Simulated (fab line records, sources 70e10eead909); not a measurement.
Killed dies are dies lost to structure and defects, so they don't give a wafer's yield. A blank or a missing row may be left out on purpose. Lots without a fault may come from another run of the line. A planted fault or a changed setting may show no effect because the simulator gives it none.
Chamber matching | flow nand_harc | NHARC_THIN_TSV_DEP_47 on pecvd-04: 3 sister chambers
The step deposits SiO2, target thk 200 nm. 6 wafers are shown with their chamber, then 7 later ones without.

WAFERS WITH THEIR CHAMBER
wafer  | chamber | throttle_valve_pct (%)
L937.2 | 1       | 16.5
L937.3 | 2       | 16.2
L944.1 | 1       | 16.6
L944.4 | 0       | 17.8
L945.3 | 0       | 17.5
L945.4 | 2       | 16.0

WAFERS WITHOUT THEIR CHAMBER
wafer  | throttle_valve_pct (%)
L945.5 | 16.5
L948.1 | 16.4
L948.4 | 16.6
L948.5 | 16.2
L951.1 | 16.4
L951.2 | 16.5
L951.5 | 16.4

WHICH CHAMBER EACH WENT THROUGH
wafer  | from the rows above     | in truth
L945.5 | 1                       | 1
L948.1 | can't be placed: 1 or 2 | 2
L948.4 | 1                       | 1
L948.5 | can't be placed: 2 or 1 | 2
L951.1 | can't be placed: 1 or 2 | 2
L951.2 | 1                       | 1
L951.5 | can't be placed: 1 or 2 | 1
Placed correctly: 3 of 7. Can't be placed from these rows: 4 (the true chamber is among the candidates in 4). Placed wrongly: 0.
How it was worked out, from the rows above alone: a wafer's distance from a chamber is the root of the sum, over the readings, of the square of ((its reading less the chamber's mean) divided by the reading's scatter). The wafer belongs to the nearest chamber; if the next one is less than 2 further off, it can't be placed. A chamber's mean is the mean of its shown wafers. The scatter: the root of (the sum of the squares of (reading less its chamber's mean) over the shown wafers, divided by (wafers less chambers)).
